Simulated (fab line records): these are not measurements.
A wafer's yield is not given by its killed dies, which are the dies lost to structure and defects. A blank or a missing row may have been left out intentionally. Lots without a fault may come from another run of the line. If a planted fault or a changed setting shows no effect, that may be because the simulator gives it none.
Shared-tool check    flow nand-harc    Lots sampled 14, wafers sampled 48

## WHY THIS WAS OPENED
At NHARC_A_M0_CD_MEAS_09 the reading cd-nm is flagged on 2 of 14 lots. No-fault wafers: 80.2 nm, standard deviation 0.83.
Rule: flag the lot when none of its wafers has a number, or when each of its wafers that has one lies beyond 4 standard deviations from that mean. All remaining lots are regarded as sound.

lot   measured      on         cd-nm (nm), wafer by wafer           flag
L826  day 22 23:26  cd-sem-01  81.2 80.8 81.6                       
L828  day 23 16:50  cd-sem-02  79.4 80.9 80.7                       
L830  day 23 21:42  cd-sem-03  81.3 80.1 80.5                       
L829  day 23 23:31  cd-sem-02  81.0 80.5 78.7                       
L831  day 24 14:58  cd-sem-03  81.6 80.7 81.1                       
L832  day 25 05:48  cd-sem-03  79.2 79.1 79.9                       
L833  day 25 23:38  cd-sem-02  78.5 81.0 78.6                       
L836  day 26 20:19  cd-sem-03  79.9 80.1 81.1                       
L837  day 27 00:22  cd-sem-03  80.2 80.0 80.2                       
L838  day 27 18:44  cd-sem-02  80.8 80.5 80.5                       
L840  day 28 17:38  cd-sem-01  81.1 79.0 81.4                       
L844  day 30 11:06  cd-sem-02  79.5 80.6 79.1                       
L847  day 31 18:10  cd-sem-02  110.1 108.1 110.3 109.7 108.1 110.6  FLAGGED
L848  day 31 20:00  cd-sem-03  109.3 108.3 107.8 109.5 108.8 107.4  FLAGGED
The numbers of the flagged lots are 109.0 nm on average: +28.8 nm against the usual, or +35 standard deviations.

## WHICH TOOL EACH LOT WENT THROUGH
Before the reading, the record contains 2 process steps out of a 1302-step route. Each cell gives the tool, then ch followed by the chambers the sampled wafers passed through, then the start.
lot   flag     NHARC_A_BLC_ALD_23                   NHARC_A_M0_PEB_07
L826           ald-metal-03 ch 0,1,3, day 22 21:31  litho-track-01 ch 0, day 22 23:21
L828           ald-metal-02 ch 0,1,2, day 23 14:49  litho-track-06 ch 0, day 23 16:46
L830           ald-metal-01 ch 2,3, day 23 19:32    litho-track-01 ch 0, day 23 21:37
L829           ald-metal-02 ch 0,3, day 23 21:19    litho-track-06 ch 0, day 23 23:26
L831           ald-metal-02 ch 0,1,3, day 24 12:57  litho-track-04 ch 0, day 24 14:53
L832           ald-metal-03 ch 0,3, day 25 03:55    litho-track-01 ch 0, day 25 05:43
L833           ald-metal-02 ch 0,1,2, day 25 21:36  litho-track-04 ch 0, day 25 23:34
L836           ald-metal-01 ch 2,3, day 26 18:26    litho-track-06 ch 0, day 26 20:14
L837           ald-metal-01 ch 1,3, day 26 22:28    litho-track-01 ch 0, day 27 00:17
L838           ald-metal-02 ch 0,2, day 27 16:49    litho-track-04 ch 0, day 27 18:40
L840           ald-metal-01 ch 1,2,3, day 28 15:37  litho-track-04 ch 0, day 28 17:34
L844           ald-metal-02 ch 0,1,3, day 30 09:04  litho-track-01 ch 0, day 30 11:01
L847  FLAGGED  ald-metal-03 ch 0,2,3, day 31 14:35  litho-track-04 ch 0, day 31 18:05
L848  FLAGGED  ald-metal-02 ch 0,2,3, day 31 16:11  litho-track-04 ch 0, day 31 19:55
What is done by these steps:
- NHARC_A_BLC_ALD_23: deposits TiN, target thk 3 nm, pulse time 1 s, ald cycles 150.
- NHARC_A_M0_PEB_07: peb time 65 s.
- NHARC_A_M0_CD_MEAS_09: target cd 80 nm.

## FLAGGED OVER TOTAL, TOOL BY TOOL (the gauges that took the reading come last)
step                   tool            lots run  flagged  share of the flagged lots  sound lots run after its first flagged lot
NHARC_A_BLC_ALD_23     ald-metal-01    4         0        none                       -
NHARC_A_BLC_ALD_23     ald-metal-02    7         1        some                       0
NHARC_A_BLC_ALD_23     ald-metal-03    3         1        some                       0
NHARC_A_M0_PEB_07      litho-track-01  5         0        none                       -
NHARC_A_M0_PEB_07      litho-track-04  6         2        all                        0
NHARC_A_M0_PEB_07      litho-track-06  3         0        none                       -
NHARC_A_M0_CD_MEAS_09  cd-sem-01       2         0        none                       -
NHARC_A_M0_CD_MEAS_09  cd-sem-02       6         1        some                       0
NHARC_A_M0_CD_MEAS_09  cd-sem-03       6         1        some                       0

## WHAT IS ALLOWED BY THE TABLE
All flagged lots share 1 row of the table, namely litho-track-04 at NHARC_A_M0_PEB_07.
- litho-track-04 at NHARC_A_M0_PEB_07 ran 6 lots, 2 of them flagged. It ran its last sound lot, L840, at day 28 17:34 and its first flagged lot, L847, at day 31 18:05: a fault with its onset between the two fits. Its own readings lie more than 4 standard deviations out on every wafer of the flagged lots: heater-power-total-W, plate-temp-C.
litho-track-04 at NHARC_A_M0_PEB_07 is the single tool remaining.

## WHAT WAS PUT IN BY THE SIMULATOR
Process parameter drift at NHARC_A_M0_PEB_07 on litho-track-04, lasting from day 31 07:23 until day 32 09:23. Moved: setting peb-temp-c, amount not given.
Struck lots among those shown: L847, L848. The rule given above showed the same thing.
